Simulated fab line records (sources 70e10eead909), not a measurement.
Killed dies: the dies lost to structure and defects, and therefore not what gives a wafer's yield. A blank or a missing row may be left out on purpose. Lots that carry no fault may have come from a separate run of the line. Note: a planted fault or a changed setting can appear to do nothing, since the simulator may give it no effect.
Chamber matching ; flow nand harc ; 4 sister chambers for NHARC_A_STAIRCASE_TRIM_187 on rie diel-13
The step chemistry O2, time 211.2 s. 8 wafers are shown with their chamber, then 8 later ones without.

EACH WAFER AND ITS CHAMBER
wafer;chamber;drypump motor current A (A);showerhead plenum p Torr (Torr)
L079.5;0;5.1;3.74
L081.2;1;5.4;3.58
L081.3;2;5.1;3.64
L081.5;2;5.1;3.64
L086.1;0;5.0;3.72
L086.3;1;5.4;3.57
L086.4;3;6.4;3.34
L088.1;3;6.4;3.34

WAFERS WITH NO CHAMBER GIVEN
wafer;drypump motor current A (A);showerhead plenum p Torr (Torr)
L088.2;5.1;3.63
L088.5;5.1;3.71
L089.4;6.4;3.34
L089.5;5.3;3.56
L089.6;5.1;3.63
L095.2;5.0;3.70
L095.3;5.1;3.61
L095.6;5.1;3.70

WHICH CHAMBER EACH ONE RAN IN
wafer;from the rows above;in truth
L088.2;2;2
L088.5;0;0
L089.4;3;3
L089.5;1;1
L089.6;2;2
L095.2;0;0
L095.3;2;2
L095.6;0;0
Correct placement for 8 of the 8. Can't be placed from these rows: 0. 0 placed wrongly.
How it was worked out, from the rows above alone: a wafer's distance from a chamber is the root of the sum, over the readings, of the square of ((its reading less the chamber's mean) divided by the reading's scatter). If the next closest chamber is less than 2 further off than the closest, the wafer can't be placed; otherwise it belongs to the closest. The mean given for a chamber averages the wafers shown for that chamber. The scatter is the square root of a quotient: the sum, over the shown wafers, of each reading's squared deviation from its chamber's mean, divided by wafers minus chambers.
